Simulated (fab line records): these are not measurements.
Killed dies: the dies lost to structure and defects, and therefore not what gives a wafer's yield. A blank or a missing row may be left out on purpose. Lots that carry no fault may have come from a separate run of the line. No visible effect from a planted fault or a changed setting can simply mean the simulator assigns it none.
A struck lot beside a sound one || flow n5Finfet || 18 steps out of a route of 1938
Sound: these wafers, L955.2, L955.4, L955.5. Wafers struck: L968.2, L968.3, L968.4. The cause is named last.
Order at every step that has rows: each side's tool, ch and its chambers, its first start. Under that, the readings that differ: sound wafers || struck wafers || difference of the means || sigmas: that difference in standard deviations of wafers without a fault.
alike: readings with means less than 2 such deviations apart, plus words and numbers identical on both sides. not compared: withheld readings, readings lacking a value on some wafer, bounds such as >300 that could conceal the same value, and numbers that have no deviation in the record and whose values overlap.
A row with sigmas, a row that says differs or no value, or rows on one side alone: a step with any of these is where the two part. Numbers that have no deviation but don't overlap get no sigmas and don't part them. A reading missing from all wafers of one side parts the sides only when that side holds two or more wafers.

N5_FIN_SAQP_HM_DEP_03: deposits SiNx from SiH4/NH3/N2, target thk 38 nm, time 33.6 s.
  sound on pecvd-04 ch 0,1, day 1 21:16; struck on pecvd-01 ch 0,1,2, day 5 04:01
  alike: heaterPowerW, showerheadPlenumPTorr, showerheadVppV, throttleValvePct
N5_FIN_SAQP_THK_MEAS_05:
  struck on filmMetro-02, day 5 04:05; sound on filmMetro-02, day 1 21:23
  alike: thkNm
N5_FIN_SAQP_PECVD_47: deposits a-Si from SiH4/He, target thk 45 nm, time 36.3 s.
  sound on pecvd-01 ch 0,1, day 1 21:25; struck on pecvd-01 ch 0,2, day 5 04:08
  alike: heaterPowerW, showerheadPlenumPTorr, showerheadVppV, throttleValvePct
N5_FIN_SAQP_PECVD_48: deposits SiNx from SiH4/NH3/N2, target thk 25 nm, time 22.1 s.
  sound on pecvd-01 ch 0,1, day 1 21:28; struck on pecvd-01 ch 0,2, day 5 04:10
  alike: heaterPowerW, showerheadPlenumPTorr, showerheadVppV, throttleValvePct
N5_FIN_SAQP_PECVD_06: deposits a-Si from SiH4/He, target thk 60 nm, time 48.1 s.
  sound on pecvd-01 ch 0,1, day 1 21:30; struck on pecvd-01 ch 0,2, day 5 04:13
  alike: heaterPowerW, showerheadPlenumPTorr, showerheadVppV, throttleValvePct
N5_FIN_SAQP_THK_MEAS_07:
  struck on filmMetro-01, day 5 04:18; sound on filmMetro-02, day 1 21:35
  alike: thkNm
N5_FIN_SAQP_HM_DEP_72: deposits SiO2 from SiH4/N2O, target thk 12 nm, time 7.2 s.
  sound on pecvd-04 ch 0,1, day 1 21:38; struck on pecvd-02 ch 0,1,2, day 5 04:20
  alike: heaterPowerW, showerheadPlenumPTorr, showerheadVppV
then, 5 steps without rows for these wafers: N5_FIN_SAQP_COAT_49 (time 60 s, resist thk 100 nm); N5_FIN_SAQP_COAT_50 (time 60 s, resist thk 35 nm); N5_FIN_SAQP_COAT_10 (resist thk 90 nm); N5_FIN_SAQP_EBR_12; N5_FIN_SAQP_SOFTBAKE_11 (time 60 s).
N5_FIN_SAQP_EXPOSE_13: exposes mask FIN CORE, target cd 35.6 nm.
  sound on arfiScanner-01 ch 0, day 1 21:59; struck on arfiScanner-01 ch 0, day 5 04:40
{"reading": "exposureDoseMJCm2", "sound": "63.18 63.18 63.21", "struck": "66.21 66.23 66.17", "difference": "+3.01", "sigmas": "+13"}
  alike: mask
then, 2 steps without rows for these wafers: N5_FIN_SAQP_PEB_14 (peb time 60 s); N5_FIN_SAQP_DEVELOP_15 (develop time 30 s).
N5_FIN_SAQP_CD_MEAS_16: target cd 35.6 nm.
  sound on cdSem-01 ch 0, day 1 22:06; struck on cdSem-03 ch 0, day 5 04:47
{"reading": "cdNm (nm)", "sound": "36.3 36.1 35.9", "struck": "33.9 34.4 33.9", "difference": -2.0, "sigmas": -5}
N5_FIN_SAQP_OVL_MEAS_17:
  sound on overlay-01 ch 0, day 1 22:08; struck on overlay-02 ch 0, day 5 04:49
  alike: FIN_CORE_OVL
-- here the record skips 6 days between the struck wafers' starts before and after, leaving off in module FIN_SAQP and picking up in module BEOL_M4 (first step shown: number 1111 of the route) --
N5_BEOL_M4_RC_MEAS_101:
  sound on prober-02 ch 0, day 7 15:19; struck on prober-02 ch 0, day 11 07:17
{"reading": "DIBL_N (mV/V)", "sound": "32.9 35.3 32.1", "struck": "37.1 35.9 39.8", "difference": "+4.2", "sigmas": "+2"}
{"reading": "IOFF_P (nA/um)", "sound": "0.15 0.18 0.14", "struck": "0.23 0.22 0.31", "difference": "+0.10", "sigmas": "+3"}
{"reading": "VT_P (mV)", "sound": "-257 -256 -258", "struck": "-246 -248 -246", "difference": "+10", "sigmas": "+3"}
  alike: DIBL_P, IOFF_N, ION_N, ION_P, SS_N, SS_P, VT_N

## WHERE THEY PART
Earliest at N5_FIN_SAQP_EXPOSE_13; latest, in this record, at N5_BEOL_M4_RC_MEAS_101.

WHY: the cause the simulator had injected
Process parameter drift: arfiScanner-01, from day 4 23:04 on, at N5_FIN_SAQP_EXPOSE_13. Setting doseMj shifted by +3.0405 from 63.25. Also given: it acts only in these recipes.
